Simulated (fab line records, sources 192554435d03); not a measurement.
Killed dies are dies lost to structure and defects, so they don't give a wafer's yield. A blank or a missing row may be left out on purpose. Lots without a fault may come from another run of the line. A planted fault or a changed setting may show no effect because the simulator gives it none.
Which tool did it? | flow n5_finfet | 9 lots, 27 wafers sampled, at 5 steps of a route of 1938

WHAT THE GAUGES READ, wafer by wafer
N5_BEOL_M4_RC_MEAS_101.
lot  | measured     | on        | DIBL_N (mV/V)  | DIBL_P (mV/V)  | EOT_P             | IGATE_P (nA/um)      | IOFF_N (nA/um)    | IOFF_P (nA/um)    | IOFF_P_85C (nA/um) | IOFF_P_LIN (nA/um) | IOFF_P_LONG (nA/um)        | ION_N (uA/um) | ION_P (uA/um) | SS_N (mV/dec)  | SS_P (mV/dec)  | VT_N (mV)         | VT_N_LVT (mV)     | VT_P (mV)            | VT_P_LONG (mV)
L270 | day 8 12:53  | prober-02 | 35.2 37.0 37.2 | 35.1 38.1 37.3 | 10.54 10.57 10.52 | 0.0031 0.0030 0.0031 | 0.120 0.155 0.149 | 0.163 0.207 0.193 | 3.0 3.7 3.5        | 0.083 0.099 0.093  | 0.000107 0.000103 0.0001   | 662 671 659   | 455 468 450   | 70.9 71.2 71.6 | 72.3 72.6 73.2 | 255.4 251.9 250.1 | 99.3 95.6 96.6    | -253.8 -251.8 -251.3 | -275 -277 -280
L271 | day 8 18:44  | prober-01 | 35.9 35.3 34.9 | 36.2 35.8 36.1 | 10.32 10.40 10.33 | 0.0044 0.0047 0.0046 | 0.177 0.163 0.159 | 0.208 0.198 0.204 | 3.6 3.5 3.5        | 0.096 0.093 0.095  | 0.000102 0.000102 0.000101 | 682 679 676   | 458 459 464   | 71.3 71.8 70.8 | 73.9 73.7 73.1 | 246.9 248.9 248.7 | 94.4 95.8 95.3    | -250.4 -251.5 -252.7 | -275 -275 -276
L277 | day 11 00:04 | prober-02 | 34.9 34.8 34.8 | 36.7 34.9 36.0 | 10.85 10.90 10.88 | 0.0007 0.0007 0.0007 | 0.133 0.126 0.130 | 0.045 0.038 0.042 | 1.0 0.9 1.0        | 0.022 0.020 0.021  | 5.3e-05 4.6e-05 4.8e-05    | 680 670 668   | 399 388 394   | 71.8 71.0 71.0 | 73.3 73.8 72.3 | 252.7 253.6 253.5 | 58.4 60.0 59.0    | -292.0 -296.1 -294.0 | -317 -319 -316
L278 | day 10 22:23 | prober-01 | 36.2 37.4 36.8 | 36.5 38.5 37.7 | 10.75 10.83 10.81 | 0.0009 0.0006 0.0009 | 0.162 0.183 0.175 | 0.047 0.053 0.051 | 1.1 1.2 1.1        | 0.023 0.025 0.024  | 4.6e-05 5e-05 4.8e-05      | 687 680 690   | 397 398 399   | 71.6 71.8 70.5 | 73.3 74.4 73.2 | 246.1 245.8 247.4 | 53.8 52.8 52.7    | -291.7 -292.6 -291.1 | -320 -319 -318
L279 | day 12 03:04 | prober-02 | 35.7 35.0 35.9 | 36.5 36.2 37.2 | 10.82 10.80 10.84 | 0.0007 0.0008 0.0007 | 0.134 0.127 0.143 | 0.044 0.046 0.049 | 1.0 1.0 1.1        | 0.022 0.023 0.024  | 5e-05 5.4e-05 4.8e-05      | 669 665 681   | 388 392 394   | 71.1 70.7 71.7 | 72.9 73.0 74.1 | 249.5 251.2 248.9 | 57.4 57.2 54.8    | -291.2 -290.5 -289.9 | -316 -319 -314
L285 | day 12 14:05 | prober-02 | 37.4 39.0 36.4 | 34.7 36.7 33.5 | 10.53 10.45 10.43 | 0.0039 0.0036 0.0044 | 0.139 0.163 0.121 | 0.161 0.193 0.149 | 3.0 3.4 2.8        | 0.081 0.093 0.078  | 9.6e-05 9.6e-05 9.6e-05    | 679 689 669   | 457 463 452   | 71.0 71.4 71.3 | 72.6 73.7 72.6 | 251.0 248.7 252.4 | 98.6 96.0 100.8   | -255.2 -253.3 -252.7 | -280 -278 -278
L290 | day 13 17:28 | prober-02 | 36.1 36.2 35.4 | 36.0 36.6 35.8 | 10.47 10.38 10.33 | 0.0034 0.0039 0.0047 | 0.162 0.164 0.149 | 0.183 0.187 0.176 | 3.3 3.4 3.2        | 0.088 0.087 0.085  | 9.6e-05 9.3e-05 9.3e-05    | 675 668 669   | 454 455 452   | 71.9 72.0 71.4 | 73.0 73.8 73.1 | 250.0 248.5 250.2 | 97.2 96.7 96.9    | -253.1 -255.2 -256.0 | -279 -279 -279
L291 | day 14 01:35 | prober-02 | 35.1 35.0 35.1 | 35.8 36.8 36.6 | 10.39 10.44 10.43 | 0.0041 0.0038 0.0038 | 0.128 0.132 0.138 | 0.167 0.175 0.171 | 3.0 3.2 3.1        | 0.083 0.086 0.084  | 9.4e-05 9e-05 9.3e-05      | 669 668 672   | 455 454 456   | 71.1 71.7 71.8 | 73.3 73.4 73.2 | 255.3 253.2 252.9 | 104.2 101.6 101.0 | -254.2 -253.3 -257.5 | -282 -278 -280
L292 | day 14 19:56 | prober-01 | 41.0 37.6 38.4 | 40.4 35.8 36.5 | 10.55 10.27 10.58 | 0.0034 0.0037 0.0032 | 0.248 0.157 0.177 | 0.306 0.216 0.238 | 5.0 3.7 4.0        | 0.128 0.099 0.109  | 0.000101 9.7e-05 0.0001    | 686 667 669   | 469 459 455   | 72.2 72.2 71.4 | 74.8 73.7 74.4 | 245.1 251.9 249.1 | 93.8 98.9 97.9    | -245.4 -252.3 -249.1 | -277 -278 -278

WHICH TOOL RAN EACH LOT (tool, then ch and the chambers of the sampled wafers, then the start)
lot  | N5_HKMG_FIN_HK_ALD_01           | N5_HKMG_FIN_WET_ETCH_82            | N5_HKMG_FIN_ALD_36                 | N5_HKMG_FIN_DESCUM_17
L270 | ald_hk-02 ch 0,1,2, day 3 23:44 | wet_bench-05 ch 1,2,5, day 4 02:54 | ald_metal-03 ch 1,2,3, day 4 02:58 | rie_diel-02 ch 0,1,3, day 4 04:14
L271 | ald_hk-01 ch 0,1,3, day 4 05:41 | wet_bench-01 ch 4,5,6, day 4 09:17 | ald_metal-02 ch 1,3, day 4 09:21   | rie_diel-02 ch 0,2,3, day 4 10:29
L277 | ald_hk-01 ch 0,3, day 5 21:21   | wet_bench-01 ch 3,4,6, day 6 00:27 | ald_metal-02 ch 0,2, day 6 00:31   | rie_diel-04 ch 2,3, day 6 01:56
L278 | ald_hk-02 ch 2,3, day 6 00:52   | wet_bench-01 ch 0,5,7, day 6 04:10 | ald_metal-02 ch 2,3, day 6 04:13   | rie_diel-04 ch 0,1,3, day 6 05:28
L279 | ald_hk-03 ch 0,1,3, day 6 09:25 | wet_bench-01 ch 0,4,5, day 6 12:26 | ald_metal-02 ch 1,2,3, day 6 12:29 | rie_diel-05 ch 0,3, day 6 13:58
L285 | ald_hk-01 ch 1,3, day 7 16:31   | wet_bench-05 ch 1,3,4, day 7 19:40 | ald_metal-02 ch 2,3, day 7 19:44   | rie_diel-02 ch 1,3, day 7 21:12
L290 | ald_hk-03 ch 1,2,3, day 8 22:34 | wet_bench-01 ch 3,4,5, day 9 02:01 | ald_metal-01 ch 1,2,3, day 9 02:04 | rie_diel-04 ch 1,2,3, day 9 03:35
L291 | ald_hk-02 ch 0,3, day 9 04:02   | wet_bench-01 ch 2,4,5, day 9 07:07 | ald_metal-02 ch 1,2,3, day 9 07:11 | rie_diel-05 ch 1,2, day 9 08:20
L292 | ald_hk-02 ch 0,1,3, day 9 08:10 | wet_bench-05 ch 3,6,7, day 9 11:28 | ald_metal-02 ch 0,1,2, day 9 11:31 | rie_diel-04 ch 0,1,2, day 9 12:39
- N5_HKMG_FIN_HK_ALD_01: deposits HfO2, target thk 1.6 nm, pulse time 3 s, purge time 3 s.
- N5_HKMG_FIN_WET_ETCH_82: etches La2O3 in dHCl, stops on HfO2, target depth 2 nm, rinse time 30 s.
- N5_HKMG_FIN_ALD_36: deposits TiN, target thk 1 nm, pulse time 1 s, purge time 3 s.
- N5_HKMG_FIN_DESCUM_17: chemistry O2, time 7.9 s.

WHAT THE TOOLS THEMSELVES READ (means of the sampled wafers that have a number; where no wafer has one, the mark that the record gives instead)
N5_HKMG_FIN_HK_ALD_01.
lot  | tool      | precursor_pulse_height_rel
L270 | ald_hk-02 | 1.010
L271 | ald_hk-01 | 1.013
L277 | ald_hk-01 | 1.014
L278 | ald_hk-02 | 0.993
L279 | ald_hk-03 | 1.014
L285 | ald_hk-01 | 0.999
L290 | ald_hk-03 | 1.011
L291 | ald_hk-02 | 1.020
L292 | ald_hk-02 | 0.997

N5_HKMG_FIN_WET_ETCH_82.
lot  | tool         | bath_heat_duty_pct (%) | rinse_temp_c (C) | temp_c (C)
L270 | wet_bench-05 | 5.8                    | 22.95            | 25.09
L271 | wet_bench-01 | 5.5                    | 22.95            | 25.17
L277 | wet_bench-01 | -                      | -                | -
L278 | wet_bench-01 | -                      | -                | -
L279 | wet_bench-01 | -                      | -                | -
L285 | wet_bench-05 | 6.0                    | 23.13            | 24.95
L290 | wet_bench-01 | 5.5                    | 22.96            | 25.07
L291 | wet_bench-01 | 6.0                    | 23.05            | 25.00
L292 | wet_bench-05 | 6.3                    | 22.92            | 24.91

N5_HKMG_FIN_ALD_36.
lot  | tool         | heater_power_w (W) | precursor_pulse_height_rel
L270 | ald_metal-03 | 883                | 1.022
L271 | ald_metal-02 | 866                | 1.003
L277 | ald_metal-02 | 1021               | 0.996
L278 | ald_metal-02 | 922                | 0.991
L279 | ald_metal-02 | 892                | 0.998
L285 | ald_metal-02 | 907                | 1.005
L290 | ald_metal-01 | 839                | 1.008
L291 | ald_metal-02 | 892                | 0.996
L292 | ald_metal-02 | 961                | 1.006

N5_HKMG_FIN_DESCUM_17.
lot  | tool        | drypump_motor_current_A (A) | o2_flow_sccm (sccm) | oes_product_au (a.u.) | rf_vpp_V (V) | showerhead_plenum_p_Torr (Torr) | temp_c (C) | throttle_valve_pct (%)
L270 | rie_diel-02 | 5.6                         | 224.8               | 0.85                  | 245.4        | 2.21                            | 40.00      | 20.19
L271 | rie_diel-02 | 5.9                         | 224.7               | 0.80                  | 244.7        | 2.16                            | 40.04      | 20.26
L277 | rie_diel-04 | 6.0                         | 225.2               | 0.80                  | 242.4        | 2.06                            | 39.91      | 20.37
L278 | rie_diel-04 | 6.2                         | 225.0               | 0.80                  | 243.3        | 2.10                            | 39.97      | 20.24
L279 | rie_diel-05 | 5.8                         | 224.5               | 0.75                  | 244.7        | 2.17                            | 39.98      | 20.36
L285 | rie_diel-02 | 5.6                         | 225.3               | 0.79                  | 244.2        | 2.19                            | 40.16      | 20.29
L290 | rie_diel-04 | 6.1                         | 224.8               | 0.77                  | 242.8        | 2.03                            | 40.03      | 20.37
L291 | rie_diel-05 | 5.5                         | 224.4               | 0.81                  | 241.9        | 2.02                            | 40.00      | 20.43
L292 | rie_diel-04 | 6.2                         | 224.8               | 0.82                  | 243.3        | 2.07                            | 40.01      | 20.34

THE ANSWER, worked out from the rows above alone
Rule: what is usual is taken from the lots themselves. Put in order of their means at a reading, lots are off if they are a third of the lots or fewer, leave a main group of 4 or more, and stand apart from it by a gap of 3 or more times the standard deviation of the main group's means; of several such gaps the widest counts. A main group whose means are all the same, to the digits that the tables above print for the reading, isn't used. A lot without any number at a reading at which 4 lots or more have one is off too. The other lots that the step has rows for count as sound. The gauges are gone through in route order, then the tools' own readings, and for those a lot's mean is taken as printed above. The first step at which some lot is off is used, and at that step the reading that is off furthest; a lot without a number counts as furthest.
Off: L277, L278, L279, at N5_BEOL_M4_RC_MEAS_101 (VT_P_LONG). The main group: mean -278 mV, standard deviation 1.5.
A tool fits if, at a process step before that reading, it ran every lot that is off, and no sound lot after the first of them. The gauges at N5_BEOL_M4_RC_MEAS_101 aren't tried: what is off there is off at N5_HKMG_FIN_WET_ETCH_82 too, on other tools, and a gauge's error can't cause that. None of those tried fits.

WHAT THE SIMULATOR HAD PUT IN
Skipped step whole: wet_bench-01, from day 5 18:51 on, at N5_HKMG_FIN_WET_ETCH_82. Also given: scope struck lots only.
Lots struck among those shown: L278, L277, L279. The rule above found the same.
